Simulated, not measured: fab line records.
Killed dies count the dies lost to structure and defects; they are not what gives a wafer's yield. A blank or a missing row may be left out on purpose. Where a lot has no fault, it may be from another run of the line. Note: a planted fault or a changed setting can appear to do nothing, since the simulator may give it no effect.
fab line records	flow nandHarc
[record] lots = 13	wafers = 37	lastDay = 33
route steps=1302 shown A_STAIRCASE@713 END@1302
lots with no fault: from the same line, run without faults
startH: hours from the record's first day to the start of the lot's first wafer shown	waitH: hours elapsed since this lot's preceding step	" identical to the entry in the row above	L1.1+2: several wafers, shown together as one row	- no value, or no start was given	* or withheld: withheld	< > ~ a bound
route shown NAME@n: NAME is a module with steps in the file, n the number in the route of the first one	usual: average and standard deviation across the fault-free wafers	same: alike in all rows	chamber/n: place in a boat	sites: each site's reading	_std_site: the values' standard deviation	_edge_site: outer sites' mean less inner sites'	radiusMm: how far each site lies from the wafer's centre	mask NAME#n: copy n	behind: the tool/chamber that last shaped the wafer	hold: what put the lot on hold/how long, in hours/how the hold closed	device: whichever transistor did not switch (one of n, p or np)	end of line: at the end of the route, the tests of the same wafers	for a step that has no rows: nothing shown but its recipe	killed: count of dies lost to structure and defects at first sort (not the wafer's yield)	map: shows each die of a wafer: x if killed, . if not, _ if none is there
set.NAME: the run value of the setting; set.NAME@STEP: its run value at that earlier step	model.NAME: the simulator's own value behind a step, which no gauge read
one table for each step of the route and one row for each wafer, over a sample of lots
services: from which hour (startH, from the record's first day; less than 0 if before it) a tool's chamber was out of use, for how many hours, and why
[[steps]]
[step NHARC_A_STAIRCASE_ETCH_199]
[recipe] targetDepthA = 1000	timeS = 40.5	ionEnergyEv = 400	c4f8FlowSccm = 20	o2FlowSccm = 10	arFlowSccm = withheld	rfW = 600	biasW = 1000	chemistry = C4F8/O2
[usual] oesProductAu = 0.950/0.015	rfVppV = 895/4.8	runLengthS = 61.9/0.4
lot.wafer	tool	chamber	startH	waitH	oesProductAu	rfHoursCounterH	rfVppV	runLengthS
L626.3	rieDiel-03	3	-	-	0.972	21	896	61.6
L626.2	"	0	"	"	0.946	26	889	61.6
L626.5	"	1	"	"	0.934	-	895	62.0
L625.1	rieDiel-07	0	-	-	0.961	16	892	62.2
L625.5	"	0	"	"	0.959	-	893	62.2
L625.6	"	1	"	"	0.948	-	901	61.8
L628.1	rieDiel-07	3	-	-	0.945	22	886	62.4
L628.3	"	1	"	"	0.941	13	901	61.9
L628.4	"	2	"	"	0.967	23	892	61.6
L629.1	rieDiel-03	1	-	-	0.938	49	894	62.3
L629.2	"	3	"	"	0.968	35	897	61.5
L629.5	"	0	"	"	0.941	-	888	61.5
L634.2	rieDiel-07	3	-	-	0.938	48	887	62.3
L634.6	"	1	"	"	0.940	-	900	62.2
L635.4	rieDiel-07	2	-	-	0.953	49	893	61.8
L635.5	"	3	"	"	0.939	-	886	62.5
L640.3	rieDiel-07	3	-	-	0.950	11	905	62.7
L640.4	"	0	"	"	0.960	-	890	62.3
L640.5	"	2	"	"	0.958	-	891	61.5
L641.3	rieDiel-03	0	-	-	0.939	17	887	61.4
L641.4	"	1	"	"	0.927	15	894	62.7
L641.2	"	2	"	"	0.951	14	893	61.1
L642.2	rieDiel-03	1	-	-	0.969	28	895	62.4
L642.4	"	2	"	"	0.974	25	895	61.2
L642.6	"	2	"	"	0.976	-	891	61.2
L644.1	rieDiel-07	1	-	-	0.941	20	900	61.9
L644.2	"	2	"	"	0.937	15	891	62.0
L644.4	"	3	"	"	0.948	21	906	62.3
L645.1	rieDiel-07	2	-	-	0.973	21	892	61.7
L645.2	"	3	"	"	0.960	25	905	62.1
L645.6	"	1	"	"	0.953	-	902	62.4
L647.3	rieDiel-03	1	-	-	0.943	45	893	61.9
L647.4	"	2	"	"	0.976	42	892	61.5
L647.5	"	3	"	"	0.973	-	896	61.6
L648.3	rieDiel-07	1	-	-	0.953	33	899	62.2
L648.4	"	2	"	"	0.969	32	891	61.5
L648.5	"	0	"	"	0.976	-	889	62.2
[step NHARC_A_STAIRCASE_DESCUM_219]
[recipe] timeS = 3	o2FlowSccm = 200	arFlowSccm = 0	biasPowerW = 0	chemistry = O2
[usual] drypumpMotorCurrentA = 5.8/0.43	oesProductAu = 1.004/0.011	rfVppV = 57.7/0.88	showerheadPlenumPTorr = 1.90/0.08	throttleValvePct = 11.312/0.0086
lot.wafer	tool	chamber	startH	waitH	drypumpMotorCurrentA	oesProductAu	rfHoursCounterH	rfVppV	showerheadPlenumPTorr	throttleValvePct
L626.3	rieDiel-03	2	358.55	-	6.2	1.016	27	58.7	1.89	11.315
L626.2	"	3	"	"	6.0	1.008	22	58.5	1.93	11.325
L626.5	"	0	"	"	6.4	0.994	-	57.4	1.79	11.307
L625.1	rieDiel-13	1	369.00	-	5.4	1.003	6	57.5	2.04	11.304
L625.5	"	3	"	"	6.4	1.013	-	56.6	1.95	11.308
L625.6	"	0	"	"	5.4	0.997	-	57.3	1.95	11.321
L628.3	rieDiel-07	0	377.16	-	5.8	0.999	19	57.0	1.86	11.316
L628.1	"	2	"	"	5.9	1.015	23	56.3	1.86	11.324
L628.4	"	3	"	"	5.7	0.997	22	57.2	1.77	11.314
L629.1	rieDiel-13	2	403.49	-	5.7	0.991	14	58.4	1.89	11.329
L629.2	"	0	"	"	5.4	0.997	19	59.5	1.95	11.320
L629.5	"	1	"	"	5.3	0.986	-	57.2	2.04	11.318
L634.2	rieDiel-07	3	461.55	-	5.7	1.008	49	56.3	1.76	11.309
L634.6	"	1	"	"	6.6	1.012	-	58.5	1.99	11.312
L635.4	rieDiel-07	1	465.00	-	6.6	1.000	41	59.5	1.99	11.309
L635.5	"	3	"	"	5.6	1.000	-	59.1	1.76	11.314
L641.3	rieDiel-07	3	518.77	-	5.7	1.026	12	58.4	2.07	11.298
L641.2	"	2	"	"	5.9	1.018	6	58.3	1.85	11.306
L641.4	"	2	"	"	5.9	1.018	-	57.6	1.85	11.302
L640.3	rieDiel-13	2	518.93	-	5.7	1.010	49	55.7	1.87	11.310
L640.4	"	3	"	"	6.4	0.998	50	57.9	1.94	11.311
L640.5	"	2	"	"	5.7	1.001	-	58.6	1.87	11.324
L642.2	rieDiel-03	3	541.46	-	6.0	1.011	29	57.6	1.91	11.299
L642.4	"	1	"	"	5.1	1.000	28	57.0	1.88	11.300
L642.6	"	3	"	"	6.0	1.004	-	58.5	1.91	11.312
L644.2	rieDiel-07	2	546.08	-	5.9	1.011	16	57.6	1.85	11.299
L644.4	"	3	"	"	5.7	1.005	21	58.4	2.07	11.300
L644.1	"	1	"	"	6.6	0.998	20	57.2	1.98	11.316
L645.2	rieDiel-13	3	566.44	-	6.3	0.994	13	55.8	1.93	11.312
L645.1	"	0	"	"	5.4	0.976	12	58.9	1.94	11.298
L645.6	"	2	"	"	5.7	1.006	-	55.7	1.87	11.303
L647.4	rieDiel-07	2	592.02	-	5.9	1.011	31	59.4	1.84	11.321
L647.3	"	0	"	"	5.8	1.016	32	57.3	1.84	11.316
L647.5	"	1	"	"	6.6	0.999	-	59.7	1.98	11.315
L648.3	rieDiel-03	3	600.32	-	6.0	1.019	41	57.7	1.90	11.303
L648.4	"	0	"	"	6.4	1.013	48	58.7	1.77	11.306
L648.5	"	2	"	"	6.2	1.018	-	57.1	1.86	11.313
[step NHARC_A_STAIRCASE_ETCH_230]
[recipe] targetDepthA = 1000	timeS = 40.5	ionEnergyEv = 400	c4f8FlowSccm = 20	o2FlowSccm = 10	arFlowSccm = withheld	rfW = 600	biasW = 1000	chemistry = C4F8/O2
[usual] oesProductAu = 0.953/0.017	rfVppV = 895/4.7	runLengthS = 61.9/0.39
lot.wafer	tool	chamber	startH	waitH	oesProductAu	rfHoursCounterH	rfVppV	runLengthS
L626.3	rieDiel-03	2	361.09	-	0.956	29	895	61.3
L626.2	"	1	"	"	0.937	34	895	62.2
L626.5	"	3	"	"	0.945	-	897	61.6
L625.1	rieDiel-03	1	370.35	-	0.940	38	895	62.1
L625.6	"	1	"	"	0.938	-	897	61.8
L625.5	"	2	"	"	0.953	-	894	61.1
L628.1	rieDiel-03	2	378.47	-	0.987	35	894	61.1
L628.4	"	0	"	"	0.960	35	888	61.5
L628.3	"	1	"	"	0.986	41	895	62.2
L629.1	rieDiel-13	2	404.79	-	0.942	14	895	61.7
L629.2	"	3	"	"	0.953	19	898	62.0
L629.5	"	0	"	"	0.945	-	898	62.0
L634.2	rieDiel-13	1	463.08	-	0.943	36	903	64.1
L634.6	"	3	"	"	0.952	-	897	64.0
L635.4	rieDiel-13	3	466.30	-	0.978	37	898	64.0
L635.5	"	3	"	"	0.980	-	897	63.9
L640.3	rieDiel-03	0	520.30	-	0.947	18	888	61.5
L640.4	"	1	"	"	0.924	16	896	61.9
L640.5	"	1	"	"	0.935	-	893	62.4
L641.3	rieDiel-03	1	520.36	-	0.949	16	895	61.9
L641.4	"	2	"	"	0.961	15	893	61.7
L641.2	"	0	"	"	0.965	18	888	61.5
L642.2	rieDiel-07	0	542.78	-	0.991	21	892	62.6
L642.4	"	1	"	"	0.968	19	900	61.7
L642.6	"	2	"	"	0.976	-	891	61.7
L644.4	rieDiel-03	3	547.38	-	0.971	30	895	61.7
L644.2	"	0	"	"	0.979	32	887	61.1
L644.1	"	1	"	"	0.973	30	894	61.9
L645.1	rieDiel-13	1	567.79	-	0.941	14	903	62.0
L645.2	"	2	"	"	0.935	15	893	61.7
L645.6	"	1	"	"	0.942	-	903	62.1
L647.4	rieDiel-07	1	593.32	-	0.961	32	900	61.8
L647.3	"	2	"	"	0.969	31	891	61.7
L647.5	"	0	"	"	0.961	-	891	62.2
L648.4	rieDiel-07	2	601.65	-	0.986	32	893	61.6
L648.3	"	3	"	"	0.964	37	905	62.3
L648.5	"	2	"	"	0.981	-	891	62.1
[step NHARC_A_STAIRCASE_ETCH_236]
[recipe] targetDepthA = 1000	timeS = 40.5	ionEnergyEv = 400	c4f8FlowSccm = 20	o2FlowSccm = 10	arFlowSccm = withheld	rfW = 600	biasW = 1000	chemistry = C4F8/O2
[usual] oesProductAu = 0.948/0.011	rfVppV = 895/5	runLengthS = 61.9/0.38
lot.wafer	tool	chamber	startH	waitH	oesProductAu	rfHoursCounterH	rfVppV	runLengthS
L626.2	rieDiel-03	3	-	-	0.928	25	896	61.5
L626.3	"	1	"	"	0.922	36	895	62.3
L626.5	"	2	"	"	0.938	-	895	61.3
L625.1	rieDiel-03	1	-	-	0.929	39	894	62.3
L625.6	"	0	"	"	0.931	-	888	61.3
L625.5	"	1	"	"	0.945	-	895	62.0
L628.1	rieDiel-03	2	-	-	0.941	35	893	61.5
L628.4	"	3	"	"	0.949	29	898	61.6
L628.3	"	0	"	"	0.953	36	889	62.0
L629.1	rieDiel-13	1	-	-	0.934	18	904	62.0
L629.2	"	3	"	"	0.947	19	898	62.4
L629.5	"	1	"	"	0.926	-	904	61.9
L634.2	rieDiel-13	2	-	-	0.951	33	893	61.6
L634.6	"	1	"	"	0.934	-	902	62.3
L635.4	rieDiel-13	0	-	-	0.946	37	898	61.4
L635.5	"	3	"	"	0.952	-	896	62.0
L640.4	rieDiel-03	0	-	-	0.960	19	887	61.8
L640.3	"	1	"	"	0.937	17	894	62.1
L640.5	"	0	"	"	0.963	-	889	61.5
L641.3	rieDiel-03	3	-	-	0.948	19	896	62.3
L641.2	"	0	"	"	0.957	19	888	61.3
L641.4	"	1	"	"	0.926	17	895	62.0
L642.2	rieDiel-07	0	-	-	0.963	21	892	62.0
L642.4	"	3	"	"	0.966	21	905	62.5
L642.6	"	0	"	"	0.961	-	892	62.1
L644.1	rieDiel-03	0	-	-	0.954	32	887	61.4
L644.2	"	2	"	"	0.971	27	894	61.5
L644.4	"	1	"	"	0.946	-	894	62.2
L645.1	rieDiel-13	0	-	-	0.940	13	899	61.7
L645.2	"	1	"	"	0.951	14	903	61.9
L645.6	"	3	"	"	0.946	-	896	62.6
L647.4	rieDiel-07	0	-	-	0.963	33	892	62.3
L647.3	"	2	"	"	0.975	31	891	61.7
L647.5	"	0	"	"	0.964	-	892	62.0
L648.4	rieDiel-07	2	-	-	0.956	33	893	61.5
L648.3	"	1	"	"	0.939	34	901	62.0
L648.5	"	2	"	"	0.958	-	890	61.8
[step NHARC_END_SORT_01]
[recipe] tempC = 25
[usual] killedAtArray = 50/16	killedAtOther = 0.8/1	killedAtPeriphery = 4/3.1	killedDies = 54/16	killedOpen = 3.2/2	killedShort = 2.5/1.6
[same] grossDies = 677
lot.wafer	tool	chamber	startH	waitH	killedAtArray	killedAtOther	killedAtPeriphery	killedDies	killedOpen	killedShort
L635.4	prober-02	0	659.20	3.4	44	0	8	52	4	4
L635.5	prober-02	0	659.99	3.7	45	0	9	54	3	4
L642.2	prober-02	0	742.85	2.8	53	0	6	59	4	3
L642.4	prober-02	0	744.45	3.4	68	0	6	74	3	0
L642.6	prober-02	0	746.05	4.0	76	0	6	82	3	4
// killed by level:class
L635.4 A_CHANNEL_HOLE_D2:chamberFilmFlake=10 A_STAIRCASE:chamberFilmFlake=9 A_CONTACT:chamberFilmFlake=9 P_M2:chamberFilmFlake=6 A_CHANNEL_HOLE_D1:chamberFilmFlake=4 A_SLIT:chamberFilmFlake=3 P_M0:geometricParticle:open=1 A_CHANNEL_FILL_D1:geometricParticle:short=1
L635.5 A_CHANNEL_HOLE_D2:chamberFilmFlake=11 A_CONTACT:chamberFilmFlake=10 P_CONTACT:chamberFilmFlake=6 A_CHANNEL_HOLE_D1:chamberFilmFlake=6 A_STAIRCASE:chamberFilmFlake=6 A_M0:chamberFilmFlake=6 P_GATE:geometricParticle:short=2 A_ONON_D1:geometricParticle:open=1
L642.2 A_SLIT:chamberFilmFlake=17 A_CHANNEL_HOLE_D2:chamberFilmFlake=14 A_CHANNEL_HOLE_D1:chamberFilmFlake=5 P_M1:chamberFilmFlake=4 A_CONTACT:chamberFilmFlake=4 A_WL_FILL:geometricParticle:open=2 A_STAIRCASE:chamberFilmFlake=2 A_ZERO_WELL:chamberFilmFlake=2
L642.4 A_SLIT:chamberFilmFlake=26 A_CHANNEL_HOLE_D2:chamberFilmFlake=21 A_CHANNEL_HOLE_D1:chamberFilmFlake=8 A_CONTACT:chamberFilmFlake=5 A_WL_FILL:chamberFilmFlake=4 P_M1:chamberFilmFlake=3 A_ZERO_WELL:chamberFilmFlake=2 P_CONTACT:geometricParticle:open=1
L642.6 A_CHANNEL_HOLE_D2:chamberFilmFlake=28 A_SLIT:chamberFilmFlake=21 A_CONTACT:chamberFilmFlake=7 A_WL_FILL:chamberFilmFlake=7 A_CHANNEL_HOLE_D1:chamberFilmFlake=6 P_M1:chamberFilmFlake=3 P_CONTACT:geometricParticle:open=1 P_CONTACT:geometricParticle:short=1
[[services]]
tool	chamber	startH	hours	kind
rieDiel-07	1	332.23	22.9	repair
rieDiel-07	0	334.75	6.6	repair
rieDiel-03	0	339.30	-	clean
rieDiel-03	1	339.30	-	clean
rieDiel-03	2	339.30	-	clean
rieDiel-03	3	339.30	-	clean
rieDiel-13	-	342.01	9.0	pm
rieDiel-03	0	363.80	-	clean
rieDiel-03	1	363.80	-	clean
rieDiel-03	2	363.80	-	clean
rieDiel-03	3	363.80	-	clean
rieDiel-13	2	382.00	8.0	repair
rieDiel-03	0	436.69	27.1	repair
rieDiel-03	-	458.44	9.0	pm
rieDiel-13	0	463.10	2.8	repair
rieDiel-07	-	471.39	9.0	pm
rieDiel-03	-	482.56	0.4	repair
rieDiel-07	2	488.60	5.3	repair
rieDiel-03	0	489.40	3.5	repair
rieDiel-07	1	515.78	3.4	repair
rieDiel-13	-	519.01	9.0	pm
rieDiel-03	3	543.77	2.2	repair
rieDiel-03	3	547.88	7.5	repair
rieDiel-03	2	570.41	4.8	repair
[[key]]
[firstSign] step = NHARC_A_STAIRCASE_ETCH_230	reading = runLengthS	direction = up	sigmas = 5.5	usual = *	struck = *
effect none on later readings
metAt NHARC_A_STAIRCASE_ETCH_230
struckLots L634,L635
testerLeftOut L634,L635
notActingAt NHARC_A_STAIRCASE_ETCH_199,NHARC_A_STAIRCASE_DESCUM_219,NHARC_A_STAIRCASE_ETCH_236
onsetBetween 404.79 463.08
[fault] kind = processParameterDrift	tool = rieDiel-13	chamber = -	onsetH = 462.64	steps = NHARC_A_STAIRCASE_ETCH_230	channel = timeS	offset = *	shape = step	endH = 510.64	actsIn = *	stated = *
// testerLeftOut: of these lots the tester's yield and bins aren't shown, on N5 and GAA mostly nor the transistor test; their killed dies are dies lost to structure and defects alone, not to doping, threshold or leakage, so they don't give the yield
